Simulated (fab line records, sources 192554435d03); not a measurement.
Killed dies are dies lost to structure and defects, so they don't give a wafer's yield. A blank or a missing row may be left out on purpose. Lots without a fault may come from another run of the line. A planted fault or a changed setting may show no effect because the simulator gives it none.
Which tool did it? | flow n5_finfet | 9 lots, 27 wafers sampled, at 1 step of a route of 1938

WHAT THE GAUGES READ, wafer by wafer
N5_BEOL_M4_RC_MEAS_101.
lot  | measured     | on        | DIBL_N (mV/V)
L365 | day 8 06:04  | prober-02 | 34.3 35.2 35.5
L374 | day 10 02:55 | prober-02 | 38.4 37.3 37.9
L375 | day 11 02:08 | prober-02 | 39.2 40.3 38.9
L380 | day 11 23:09 | prober-02 | 35.3 36.2 36.7
L379 | day 11 23:23 | prober-01 | 39.6 37.6 34.9
L382 | day 12 14:25 | prober-01 | 36.7 36.8 35.0
L385 | day 12 22:23 | prober-01 | 35.9 34.7 35.5
L386 | day 13 13:08 | prober-01 | 35.8 34.8 37.9
L387 | day 13 16:08 | prober-02 | 37.0 36.4 36.7

WHICH TOOL RAN EACH LOT (tool, then ch and the chambers of the sampled wafers, then the start)
The record holds no process step before these readings.

THE ANSWER, worked out from the rows above alone
Rule: what is usual is taken from the lots themselves. Put in order of their means at a reading, lots are off if they are a third of the lots or fewer, leave a main group of 4 or more, and stand apart from it by a gap of 3 or more times the standard deviation of the main group's means; of several such gaps the widest counts. A main group whose means are all the same, to the digits that the tables above print for the reading, isn't used. A lot without any number at a reading at which 4 lots or more have one is off too. The other lots that the step has rows for count as sound.
No lot is off at any reading shown: from this, nothing can be told.

WHAT THE SIMULATOR HAD PUT IN
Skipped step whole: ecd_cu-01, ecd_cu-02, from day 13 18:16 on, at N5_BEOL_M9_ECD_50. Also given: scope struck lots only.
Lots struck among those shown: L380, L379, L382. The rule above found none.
